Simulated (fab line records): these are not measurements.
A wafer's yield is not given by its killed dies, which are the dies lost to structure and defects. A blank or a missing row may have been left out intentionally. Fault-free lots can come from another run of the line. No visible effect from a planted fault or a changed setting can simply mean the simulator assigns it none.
A struck lot beside a sound one | flow nandHarc | 11 steps out of a route of 1302
Sound: wafers L123.2, L123.5, L123.6. Struck: wafer L131.5 (L131.2, L131.4, from the same lot, were not struck and are left out); the cause is given at the end.
At each step with rows: each side's tool, then ch and its chambers, then its first start. Under that, the readings that differ: sound wafers | struck wafers | difference of the means | sigmas: that difference in standard deviations of wafers without a fault.
alike: readings whose means differ by less than 2 such deviations, and words and numbers that are the same on both sides. not compared: withheld readings, readings that some wafer has no value for, bounds like >300 that may hide the same value, and numbers for which the record gives no deviation and whose values overlap.
The two part at a step that has a row with sigmas, a row that says differs or no value, or rows on one side only. Numbers that have no deviation but don't overlap get no sigmas and don't part them. A reading that every wafer of one side lacks parts them only if that side has two wafers or more.

NHARC_P_START_INSPECT_01:
  sound on defectInspect-01, day 1 20:02; struck on defectInspect-01, day 5 04:02
  alike: rawDefectCount
then, 7 steps without rows for these wafers: NHARC_P_ZERO_WELL_PRECLEAN_00 (cleans in SPM, time 600 s); NHARC_P_ZERO_WELL_SRD_01; NHARC_P_ZERO_WELL_PECVD_02 (deposits SiO2, target thk 10 nm); NHARC_P_ZERO_WELL_DEHYDRATE_03 (time 120 s); NHARC_P_ZERO_WELL_HMDS_04 (time 30 s); NHARC_P_ZERO_WELL_COAT_64 (time 65 s); NHARC_P_ZERO_WELL_COAT_05 (resist thk 600 nm).
NHARC_P_ZERO_WELL_SOFTBAKE_06: time 70 s.
  sound on lithoTrack-07 ch 0, day 1 20:00; struck on lithoTrack-07 ch 0, day 5 04:00
reading               | sound             | struck | difference | sigmas
heaterPowerTotalW (W) | 202.6 202.3 199.4 | 206.6  | +5.2       | +4
resistLineTempC (C)   | 23.01 22.93 22.87 | 23.13  | +0.19      | +2
  not compared: plateTempC
then, 2 steps without rows for these wafers: NHARC_P_ZERO_WELL_EBR_07; NHARC_END_SORT_01.

WHERE THEY PART
NHARC_P_ZERO_WELL_SOFTBAKE_06 only, going by this record.

WHY: the cause the simulator had injected
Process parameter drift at NHARC_P_ZERO_WELL_SOFTBAKE_06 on lithoTrack-07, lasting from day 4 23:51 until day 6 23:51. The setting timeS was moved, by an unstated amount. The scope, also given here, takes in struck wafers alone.
